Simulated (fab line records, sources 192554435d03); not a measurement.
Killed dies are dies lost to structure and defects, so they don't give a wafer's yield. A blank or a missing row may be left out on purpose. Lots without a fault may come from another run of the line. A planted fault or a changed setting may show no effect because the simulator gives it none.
Which tool did it? | flow n5_finfet | 11 lots, 33 wafers sampled, at 6 steps of a route of 1938

WHAT THE GAUGES READ, wafer by wafer
N5_ZERO_LAYER_INSPECT_20: inspects for defects (darkfield). Usual: raw_defect_count 39, standard deviation 18.
lot  | measured    | on                | raw_defect_count | flag
L897 | day 1 19:15 | defect_inspect-01 | 59 56 46         |
L899 | day 2 07:36 | defect_inspect-01 | 37 46 45         |
L901 | day 2 19:25 | defect_inspect-02 | 27 36 38         |
L902 | day 3 02:01 | defect_inspect-02 | 36 44 44         |
L905 | day 3 19:23 | defect_inspect-01 | 38 19 29         |
L907 | day 4 07:24 | defect_inspect-01 | 27 68 74         |
L910 | day 5 01:16 | defect_inspect-01 | 31 16 26         |
L911 | day 5 07:16 | defect_inspect-02 | 39 47 29         |
L912 | day 5 13:23 | defect_inspect-02 | 53 34 44         |
L918 | day 7 01:28 | defect_inspect-01 | 10 25 37         |
L919 | day 7 07:23 | defect_inspect-02 | 35 13 17         |

N5_WELL_APT_CD_MEAS_25: target cd 200 nm. Usual: cd_nm 200.5 nm, standard deviation 2.3.
lot  | measured    | on        | cd_nm (nm)        | flag
L897 | day 1 21:17 | cd_sem-03 | 201.1 196.7 201.9 |
L899 | day 2 09:25 | cd_sem-02 | 202.4 198.3 202.0 |
L901 | day 2 21:36 | cd_sem-03 | 200.7 201.4 198.3 |
L902 | day 3 03:47 | cd_sem-03 | 200.7 202.3 203.3 |
L905 | day 3 22:01 | cd_sem-01 | 196.7 197.0 200.3 |
L907 | day 4 08:52 | cd_sem-03 | 202.7 201.2 199.7 |
L910 | day 5 02:41 | cd_sem-02 | - - -             | OFF
L911 | day 5 08:49 | cd_sem-02 | - - -             | OFF
L912 | day 5 14:56 | cd_sem-02 | - - -             | OFF
L918 | day 7 03:10 | cd_sem-03 | 204.3 201.9 203.4 |
L919 | day 7 09:05 | cd_sem-01 | 201.0 198.0 203.4 |

N5_PMOS_HMC_CHANNEL_EPI_INSPECT_11: inspects for defects (macro). Usual: raw_defect_count 2.1, standard deviation 1.4.
lot  | measured    | on                | raw_defect_count | flag
L897 | day 1 23:23 | defect_inspect-01 | 0 5 1            |
L899 | day 2 11:45 | defect_inspect-01 | 4 1 2            |
L901 | day 2 23:57 | defect_inspect-01 | 1 6 2            |
L902 | day 3 06:35 | defect_inspect-01 | 4 1 2            |
L905 | day 4 02:17 | defect_inspect-02 | 2 0 3            |
L907 | day 4 11:11 | defect_inspect-01 | 3 2 1            |
L918 | day 7 05:34 | defect_inspect-01 | 0 2 1            |
L919 | day 7 11:18 | defect_inspect-01 | 2 2 4            |

N5_BEOL_M4_RC_MEAS_101. Usual: DIBL_N 36.2 mV/V, standard deviation 2.2; DIBL_P 36.1 mV/V, standard deviation 2.8; IOFF_N 0.16 nA/um, standard deviation 0.041; IOFF_P 0.21 nA/um, standard deviation 0.047; ION_N 676 uA/um, standard deviation 16; ION_P 463 uA/um, standard deviation 11; SS_N 71.6 mV/dec, standard deviation 0.78; SS_P 73.3 mV/dec, standard deviation 0.86; VT_N 249 mV, standard deviation 3.8; VT_P -251 mV, standard deviation 3.9.
lot  | measured     | on        | DIBL_N (mV/V)  | DIBL_P (mV/V)  | IOFF_N (nA/um) | IOFF_P (nA/um) | ION_N (uA/um) | ION_P (uA/um) | SS_N (mV/dec)  | SS_P (mV/dec)  | VT_N (mV)   | VT_P (mV)      | flag
L897 | day 8 08:42  | prober-02 | 38.8 37.1 37.7 | 38.8 36.6 37.8 | 0.20 0.16 0.17 | 0.24 0.21 0.22 | 703 689 686   | 474 465 468   | 72.0 72.3 72.0 | 73.3 72.3 73.2 | 248 249 251 | -250 -251 -251 |
L899 | day 9 10:50  | prober-02 | 37.1 35.7 35.9 | 37.5 34.3 36.3 | 0.18 0.16 0.16 | 0.23 0.17 0.20 | 682 668 684   | 465 451 465   | 72.0 72.5 71.1 | 73.7 73.5 73.9 | 246 251 250 | -249 -252 -254 |
L901 | day 9 12:51  | prober-01 | 40.0 38.2 34.4 | 39.7 38.1 33.4 | 0.23 0.17 0.12 | 0.24 0.21 0.16 | 689 662 680   | 455 449 463   | 72.8 72.8 70.5 | 74.9 73.2 72.3 | 244 248 255 | -251 -254 -255 |
L902 | day 9 22:41  | prober-02 | 38.3 35.8 40.0 | 38.3 34.9 39.5 | 0.19 0.15 0.22 | 0.22 0.19 0.24 | 682 689 701   | 461 468 474   | 71.7 71.2 72.4 | 73.7 73.6 74.3 | 248 248 244 | -250 -250 -249 |
L905 | day 10 21:11 | prober-02 | 37.7 32.6 39.5 | 37.3 31.9 40.4 | 0.18 0.10 0.22 | 0.23 0.16 0.28 | 680 664 678   | 463 460 464   | 72.4 69.9 71.7 | 73.0 72.2 74.3 | 249 255 247 | -248 -253 -247 |
L907 | day 11 03:32 | prober-01 | 37.2 34.2 35.3 | 36.5 34.1 36.3 | 0.19 0.13 0.16 | 0.20 0.17 0.21 | 695 646 665   | 472 446 454   | 71.7 70.3 71.2 | 73.8 72.6 73.6 | 246 250 247 | -254 -256 -252 |
L918 | day 14 04:28 | prober-02 | 33.7 33.2 38.4 | 32.3 31.3 37.8 | 0.11 0.10 0.18 | 0.14 0.14 0.21 | 653 664 669   | 450 453 455   | 69.8 70.4 71.6 | 71.8 71.6 73.5 | 254 256 249 | -255 -258 -254 |
L919 | day 14 01:08 | prober-01 | 35.8 40.4 31.0 | 38.1 42.0 31.3 | 0.15 0.26 0.08 | 0.23 0.31 0.13 | 661 701 647   | 461 482 449   | 70.6 72.5 69.6 | 74.0 75.7 71.7 | 250 242 260 | -250 -245 -255 |

WHICH TOOL RAN EACH LOT (tool, then ch and the chambers of the sampled wafers, then the start)
lot  | N5_ZERO_LAYER_STRIP_24              | N5_WELL_APT_COAT_19
L897 | plasma_asher-01 ch 0, day 1 18:53   | litho_track-05 ch 0, day 1 21:01
L899 | plasma_asher-01 ch 0,1, day 2 06:59 | litho_track-04 ch 0, day 2 09:01
L901 | plasma_asher-01 ch 0,1, day 2 19:05 | litho_track-02 ch 0, day 2 21:20
L902 | plasma_asher-01 ch 1, day 3 01:39   | litho_track-05 ch 0, day 3 03:23
L905 | plasma_asher-02 ch 0,1, day 3 19:01 | litho_track-02 ch 0, day 3 21:44
L907 | plasma_asher-02 ch 0,1, day 4 07:03 | litho_track-04 ch 0, day 4 08:36
L910 | plasma_asher-01 ch 0,1, day 5 00:53 | litho_track-04, day 5 02:25
L911 | plasma_asher-01 ch 0,1, day 5 06:54 | litho_track-05, day 5 08:34
L912 | plasma_asher-01 ch 0,1, day 5 13:02 | litho_track-02, day 5 14:32
L918 | plasma_asher-02 ch 0,1, day 7 01:06 | litho_track-05 ch 0, day 7 02:46
L919 | plasma_asher-01 ch 0,1, day 7 07:02 | litho_track-05 ch 0, day 7 08:41
- N5_ZERO_LAYER_STRIP_24: strips in O2.
- N5_WELL_APT_COAT_19: resist thk 950 nm.

WHAT THE TOOLS THEMSELVES READ (means of the sampled wafers that have a number; where no wafer has one, the mark that the record gives instead)
N5_ZERO_LAYER_STRIP_24. Usual: drypump_motor_current_A 5.94 A, standard deviation 0.27; heater_power_w 328 W, standard deviation 21; oes_product_au 0.647 a.u., standard deviation 0.0043; strip_time_to_endpoint_s 43.86 s, standard deviation 0.085.
lot  | tool            | drypump_motor_current_A (A) | heater_power_w (W) | oes_product_au (a.u.) | strip_time_to_endpoint_s (s) | flag
L897 | plasma_asher-01 | 5.89                        | 347                | 0.648                 | 43.79                        |
L899 | plasma_asher-01 | 6.15                        | 316                | 0.650                 | 43.88                        |
L901 | plasma_asher-01 | 6.14                        | 318                | 0.647                 | 43.83                        |
L902 | plasma_asher-01 | 6.25                        | 300                | 0.648                 | 43.97                        |
L905 | plasma_asher-02 | 5.79                        | 341                | 0.649                 | 43.89                        |
L907 | plasma_asher-02 | 5.65                        | 329                | 0.646                 | 43.92                        |
L910 | plasma_asher-01 | 6.02                        | 332                | 0.644                 | 43.84                        |
L911 | plasma_asher-01 | 6.02                        | 334                | 0.647                 | 43.84                        |
L912 | plasma_asher-01 | 6.11                        | 312                | 0.647                 | 43.85                        |
L918 | plasma_asher-02 | 5.79                        | 339                | 0.646                 | 43.89                        |
L919 | plasma_asher-01 | 6.02                        | 337                | 0.645                 | 43.84                        |

N5_WELL_APT_COAT_19. Usual: chill_plate_temp_C 22.98 C, standard deviation 0.11; dispense_pressure_kPa 51 kPa, standard deviation 4.6; spin_speed_rpm 1357.1 rpm, standard deviation 0.8.
lot  | tool           | chill_plate_temp_C (C) | dispense_pressure_kPa (kPa) | spin_speed_rpm (rpm) | flag
L897 | litho_track-05 | 22.91                  | 55                          | 1357.1               |
L899 | litho_track-04 | 22.90                  | 53                          | 1356.6               |
L901 | litho_track-02 | 22.94                  | 45                          | 1357.1               |
L902 | litho_track-05 | 22.96                  | 55                          | 1358.6               |
L905 | litho_track-02 | 22.82                  | 45                          | 1357.3               |
L907 | litho_track-04 | 23.06                  | 53                          | 1357.2               |
L910 | litho_track-04 | -                      | -                           | -                    | OFF
L911 | litho_track-05 | -                      | -                           | -                    | OFF
L912 | litho_track-02 | -                      | -                           | -                    | OFF
L918 | litho_track-05 | 22.89                  | 55                          | 1357.0               |
L919 | litho_track-05 | 23.05                  | 55                          | 1357.5               |

THE ANSWER, worked out from the rows above alone
Rule: a lot is off if the mean of its wafers that have a number lies more than 3 standard deviations from the usual mean. A lot without any number at a reading at which 4 lots or more have one is off too. The other lots that the step has rows for count as sound. The gauges are gone through in route order, then the tools' own readings, and for those a lot's mean is taken as printed above. The first step at which some lot is off is used, and at that step the reading that is off furthest; a lot without a number counts as furthest.
Off: L910, L911, L912, at N5_WELL_APT_CD_MEAS_25 (cd_nm). Without a number there: L910, L911, L912.
A tool fits if, at a process step before that reading, it ran every lot that is off, and no sound lot after the first of them. The gauges at N5_WELL_APT_CD_MEAS_25 aren't tried: what is off there is off at N5_WELL_APT_COAT_19 too, on other tools, and a gauge's error can't cause that. None of those tried fits.

WHAT THE SIMULATOR HAD PUT IN
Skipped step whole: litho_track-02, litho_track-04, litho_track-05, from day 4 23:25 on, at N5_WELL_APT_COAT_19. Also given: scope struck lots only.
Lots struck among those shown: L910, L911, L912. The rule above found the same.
